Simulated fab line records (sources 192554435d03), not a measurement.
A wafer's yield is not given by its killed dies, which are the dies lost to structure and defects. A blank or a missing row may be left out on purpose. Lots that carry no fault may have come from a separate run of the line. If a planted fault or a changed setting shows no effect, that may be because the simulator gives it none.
fab line records -- flow n5Finfet
record: lots: 7, wafers: 21
route steps=1938 shown PASSIVATION@1915
startH: start of the lot's first displayed wafer, in hours after the record's first day -- waitH: hours elapsed since this lot's preceding step -- " repeats the value in the row above -- L1.1+2: one row covering several wafers at once -- - value missing, or start not given -- * or withheld: withheld -- < > ~ a bound
route shown NAME@n: names a module that has steps shown in the file, with the first one's number in the route -- usual: mean/standard deviation taken from wafers without a fault -- same: alike in all rows -- chamber/n: place in a boat -- sites: each site's reading -- _std_site: their standard deviation -- _edge_site: inner sites' mean taken away from outer sites' mean -- radiusMm: how far each site lies from the wafer's centre -- mask NAME#n: copy n -- behind: the most recent tool/chamber to have shaped the wafer -- hold: what put the lot on hold/how long, in hours/how the hold closed -- device: the transistor (n, p or np) that didn't switch -- end of line: tests of these same wafers at the route's end -- a step without rows: its recipe alone -- killed: at the first sort, the dies lost to defects and structure; wafer yield is something else -- map: dies across one wafer; x = killed, . = not, _ = none there
set.NAME: setting as actually run; set.NAME@STEP: the setting as run at that earlier step -- model.NAME: the simulator's own value behind a step, which no gauge read
lots with deliberately changed settings; one table per step, one row per wafer
== steps ==
step: N5_PASSIVATION_PECVD_53
recipe: material: SiO2, targetThkA: 8000, tempC: 400, precursor: TEOS/O2, pressureTorr: 6.5, rfW: withheld, teosFlowSccm: withheld, gas: O2, flowSccm: 2650, timeS: 169.4
lot.wafer,tool,chamber,startH,waitH,set.tempC,model.SiO2_of_PASSIVATION_PECVD_53.thkNm
L076.1,pecvd-02,2,277.98,0.0,413.4,726.8
L076.4,pecvd-02,1,277.98,0.0,400,794.8
L076.5,pecvd-02,0,277.98,0.0,400,809.6
L078.2,pecvd-03,0,279.52,0.0,400,797.8
L078.5,pecvd-03,2,279.52,0.0,417.2,712.4
L078.6,pecvd-03,1,279.52,0.0,400,821.8
L079.2,pecvd-02,0,292.71,0.0,400,794
L079.3,pecvd-02,2,292.71,0.0,400,783.4
L079.5,pecvd-02,1,292.71,0.0,387.5,871.8
L082.2,pecvd-02,0,305.85,0.0,400,797.8
L082.4,pecvd-02,1,305.85,0.0,400,805.8
L082.6,pecvd-02,0,305.85,0.0,400,811.8
L086.1,pecvd-04,2,322.12,0.0,408.1,750.2
L086.5,pecvd-04,0,322.12,0.0,408.1,768.4
L086.6,pecvd-04,2,322.12,0.0,400,800.2
L089.4,pecvd-02,1,340.89,0.1,400,819.2
L089.5,pecvd-02,0,340.89,0.1,400,816.4
L089.6,pecvd-02,2,340.89,0.1,386.9,870.4
L094.2+4,pecvd-04,"1,0",378.72,0.0,400,799.2
L094.3,pecvd-04,0,378.72,0.0,400,780.4
step: N5_PASSIVATION_PECVD_35
recipe: material: SiNx, targetThkA: 7000, tempC: 400, precursor: SiH4/NH3/N2, pressureTorr: 4.9, rfW: 1406, timeS: 151.3
step: N5_PASSIVATION_HMDS_37
recipe: timeS: 60, tempC: 120
step: N5_PASSIVATION_SRD_72
recipe: dry: ipaMarangoni, timeS: 30, tempC: 23, rinseLiquid: diw
step: N5_PASSIVATION_ANNEAL_56
recipe: tempC: 400, timeS: 1800, ambient: FGA, idleTempC: 300, rampUpCPerMin: 5, rampDownCPerMin: 3
step: N5_PASSIVATION_PROBE_49
usual: killed_at_M0_to_M3: 33/9.1, killed_at_M4_up: 14/5.6, killedAtContacts: 13/5.7, killedAtFrontEnd: 42/12, killedAtOther: 4/3, killedDies: 105/16, killedOpen: 69/11, killedShort: 34/7.5
same: grossDies: 1180, killedAtBackSide: 0
lot.wafer,tool,chamber,startH,waitH,set.tempC@PASSIVATION_PECVD_53,killed_at_M0_to_M3,killed_at_M4_up,killedAtContacts,killedAtFrontEnd,killedAtOther,killedDies,killedOpen,killedShort
L076.1,prober-02,-,281.80,0.0,413.4,37,14,11,26,0,88,67,20
L076.4,prober-02,-,281.95,0.2,400,1100,22,18,21,4,1165,62,34
L076.5,prober-02,-,282.00,0.2,400,26,21,11,24,5,87,59,23
L078.2,prober-01,-,283.81,0.1,400,1095,13,19,51,2,1180,61,42
L078.5,prober-01,-,283.96,0.2,417.2,1113,17,6,42,2,1180,69,39
L078.6,prober-01,-,284.01,0.3,400,33,11,14,34,1,93,61,30
L079.2,prober-01,-,296.99,0.1,400,36,18,13,31,4,102,66,35
L079.3,prober-01,-,297.04,0.1,400,41,9,16,34,64,164,68,37
L079.5,prober-01,-,297.14,0.2,387.5,39,13,6,23,370,451,56,29
L082.2,prober-02,-,309.78,0.1,400,36,10,15,28,2,91,65,26
L082.4,prober-02,-,309.88,0.2,400,28,305,7,32,1,373,50,27
L082.6,prober-02,-,309.98,0.3,400,45,221,13,41,4,324,63,42
L086.1,prober-02,-,326.50,0.0,408.1,1115,10,14,34,7,1180,66,28
L086.5,prober-02,-,326.70,0.2,408.1,29,14,13,37,8,101,73,25
L086.6,prober-02,-,326.75,0.3,400,1120,24,8,25,3,1180,77,34
L089.4,prober-02,-,346.14,0.2,400,1085,25,11,51,4,1176,83,39
L089.5,prober-02,-,346.19,0.2,400,1098,16,11,47,3,1175,67,31
L089.6,prober-02,-,346.24,0.3,386.9,27,21,10,35,384,477,69,21
L094.2,prober-01,-,382.59,0.1,400,26,16,10,48,0,100,72,24
L094.3,prober-01,-,382.64,0.1,400,39,19,13,42,0,113,77,35
L094.4,prober-01,-,382.69,0.2,400,25,21,8,47,2,103,59,42
killed by level:class
L076.1 MOL_CONTACT_COAG:geometricParticle:open=10 FIN_SAQP:geometricParticle:open=9 BEOL_M1:geometricParticle:open=9 BEOL_M2:geometricParticle:open=9 STARTING-WAFER:geometricParticle:short=6 BEOL_M0:geometricParticle:open=5 BEOL_M5:geometricParticle:open=5 BEOL_M0_SAQP:geometricParticle:short=4
L076.4 BEOL_M0_SAQP:areaAld=1068 MOL_CONTACT_COAG:geometricParticle:open=13 BEOL_M4:geometricParticle:open=11 BEOL_M1:geometricParticle:open=8 BEOL_M3:geometricParticle:open=7 BEOL_M1:geometricParticle:short=6 MOL_CONTACT_COAG:geometricParticle:short=5 BEOL_M0_SAQP:geometricParticle:short=5
L076.5 BEOL_M4:geometricParticle:open=11 MOL_CONTACT_COAG:geometricParticle:open=10 BEOL_M3:geometricParticle:open=10 FIN_SAQP:geometricParticle:short=5 FIN_SAQP:geometricParticle:open=4 GATE_CUT:geometricParticle:short=4 BEOL_M1:geometricParticle:open=4 BEOL_M3:geometricParticle:short=3
L078.2 BEOL_M0_SAQP:areaAld=1077 MOL_CONTACT_COAG:geometricParticle:open=15 FIN_SAQP:geometricParticle:short=12 BEOL_M0_SAQP:geometricParticle:short=9 DUMMY_GATE:geometricParticle:open=8 FIN_SAQP:geometricParticle:open=6 GATE_CUT:geometricParticle:short=6 ILD0:geometricParticle:open=5
L078.5 BEOL_M0_SAQP:areaAld=1071 BEOL_M2:geometricParticle:open=19 BEOL_M0_SAQP:geometricParticle:short=8 FIN_SAQP:geometricParticle:open=7 STI_FIN_REVEAL:geometricParticle:open=7 FIN_SAQP:geometricParticle:short=6 GATE_CUT:geometricParticle:short=6 BEOL_M1:geometricParticle:open=6
L078.6 GATE_CUT:geometricParticle:open=8 MOL_CONTACT_COAG:geometricParticle:open=8 FIN_SAQP:geometricParticle:open=7 BEOL_M2:geometricParticle:open=7 BEOL_M3:geometricParticle:open=7 GATE_CUT:geometricParticle:short=6 MOL_CONTACT_COAG:geometricParticle:short=6 BEOL_M0_SAQP:geometricParticle:open=6
L079.2 BEOL_M4:geometricParticle:open=10 MOL_CONTACT_COAG:geometricParticle:open=9 BEOL_M3:geometricParticle:open=8 BEOL_M0_SAQP:geometricParticle:open=7 BEOL_M0_SAQP:geometricParticle:short=7 DUMMY_GATE:geometricParticle:open=5 MOL_CONTACT_COAG:geometricParticle:short=4 BEOL_M2:geometricParticle:open=4
L079.3 PASSIVATION:areaEtch=58 MOL_CONTACT_COAG:geometricParticle:open=15 BEOL_M2:geometricParticle:open=9 BEOL_M3:geometricParticle:open=8 FIN_SAQP:geometricParticle:short=5 BEOL_M1:geometricParticle:open=5 GATE_CUT:geometricParticle:short=4 BEOL_M0_SAQP:geometricParticle:open=4
L079.5 PASSIVATION:areaPecvd=358 BEOL_M3:geometricParticle:open=10 BEOL_M2:geometricParticle:open=9 BEOL_M0_SAQP:geometricParticle:short=8 PASSIVATION:areaEtch=6 BEOL_M4:geometricParticle:open=5 FIN_SAQP:geometricParticle:open=4 BEOL_M0_SAQP:geometricParticle:open=4
L082.2 MOL_CONTACT_COAG:geometricParticle:open=11 FIN_SAQP:geometricParticle:open=8 BEOL_M2:geometricParticle:open=7 STI_FIN_REVEAL:geometricParticle:open=6 BEOL_M1:geometricParticle:open=6 BEOL_M0_SAQP:geometricParticle:short=6 BEOL_M0_SAQP:geometricParticle:open=5 BEOL_M3:geometricParticle:open=5
L082.4 BEOL_M11:areaEtch=296 BEOL_M1:geometricParticle:open=7 ILD0:geometricParticle:short=6 BEOL_M2:geometricParticle:open=5 BEOL_M3:geometricParticle:open=5 FIN_SAQP:geometricParticle:short=4 MOL_CONTACT_COAG:geometricParticle:open=4 BEOL_M0_SAQP:geometricParticle:short=4
L082.6 BEOL_M11:areaEtch=218 FIN_SAQP:geometricParticle:short=13 FIN_SAQP:geometricParticle:open=11 BEOL_M1:geometricParticle:open=11 BEOL_M0_SAQP:geometricParticle:short=10 BEOL_M3:geometricParticle:open=10 MOL_CONTACT_COAG:geometricParticle:open=9 BEOL_M0_SAQP:geometricParticle:open=4
L086.1 BEOL_M0_SAQP:areaAld=1086 BEOL_M0_SAQP:geometricParticle:open=11 MOL_CONTACT_COAG:geometricParticle:open=10 DUMMY_GATE:geometricParticle:open=10 FIN_SAQP:geometricParticle:open=8 BEOL_M3:geometricParticle:open=7 BEOL_M0_SAQP:geometricParticle:short=6 FIN_SAQP:geometricParticle:short=4
L086.5 MOL_CONTACT_COAG:geometricParticle:open=10 BEOL_M4:geometricParticle:open=10 FIN_SAQP:geometricParticle:open=8 ILD0:geometricParticle:open=7 BEOL_M0_SAQP:geometricParticle:open=7 FIN_SAQP:geometricParticle:short=5 DUMMY_GATE:geometricParticle:open=5 BEOL_M3:geometricParticle:open=5
L086.6 BEOL_M0_SAQP:areaAld=1068 BEOL_M0_SAQP:geometricParticle:short=13 BEOL_M4:geometricParticle:open=12 BEOL_M3:geometricParticle:open=11 BEOL_M1:geometricParticle:open=8 STI_FIN_REVEAL:geometricParticle:open=7 MOL_CONTACT_COAG:geometricParticle:open=7 BEOL_M0_SAQP:geometricParticle:open=6
L089.4 BEOL_M0_SAQP:areaAld=1050 STI_FIN_REVEAL:geometricParticle:open=16 BEOL_M4:geometricParticle:open=12 BEOL_M0_SAQP:geometricParticle:short=8 STARTING-WAFER:geometricParticle:open=8 MOL_CONTACT_COAG:geometricParticle:open=7 FIN_SAQP:geometricParticle:short=6 BEOL_M0_SAQP:geometricParticle:open=6
L089.5 BEOL_M0_SAQP:areaAld=1076 STI_FIN_REVEAL:geometricParticle:open=17 GATE_CUT:geometricParticle:short=9 MOL_CONTACT_COAG:geometricParticle:open=8 FIN_SAQP:geometricParticle:open=7 BEOL_M1:geometricParticle:open=7 BEOL_M0_SAQP:geometricParticle:open=5 BEOL_M4:geometricParticle:open=5
L089.6 PASSIVATION:areaPecvd=384 STI_FIN_REVEAL:geometricParticle:open=20 MOL_CONTACT_COAG:geometricParticle:open=9 BEOL_M4:geometricParticle:open=8 BEOL_M3:geometricParticle:open=5 BEOL_M0_SAQP:geometricParticle:open=5 BEOL_M5:geometricParticle:open=5 STI_FIN_REVEAL:geometricParticle:short=4
L094.2 STI_FIN_REVEAL:geometricParticle:open=15 MOL_CONTACT_COAG:geometricParticle:open=9 BEOL_M1:geometricParticle:open=9 BEOL_M4:geometricParticle:open=9 GATE_CUT:geometricParticle:short=7 BEOL_M2:geometricParticle:open=7 FIN_SAQP:geometricParticle:short=4 FIN_SAQP:geometricParticle:open=4
L094.3 GATE_CUT:geometricParticle:short=14 MOL_CONTACT_COAG:geometricParticle:open=10 BEOL_M0_SAQP:geometricParticle:open=9 BEOL_M2:geometricParticle:open=9 BEOL_M4:geometricParticle:open=9 BEOL_M3:geometricParticle:open=7 STI_FIN_REVEAL:geometricParticle:open=6 FIN_SAQP:geometricParticle:open=4
L094.4 STI_FIN_REVEAL:geometricParticle:open=12 BEOL_M4:geometricParticle:open=10 FIN_SAQP:geometricParticle:short=9 MOL_CONTACT_COAG:geometricParticle:open=7 BEOL_M3:geometricParticle:open=7 FIN_SAQP:geometricParticle:open=5 ILD0:geometricParticle:short=5 GATE_CUT:geometricParticle:short=5
== key ==
split: step: N5_PASSIVATION_PECVD_53, setting: tempC, stated: 400, by: wafer
response: step: N5_PASSIVATION_PECVD_53, reading: model.SiO2_of_PASSIVATION_PECVD_53.thkNm, change: -21.8, per: 1%, r: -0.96
response: step: N5_PASSIVATION_PROBE_49, reading: killedAtOther, shape: bent, atLowest: 384, atStated: 7, atHighest: 2
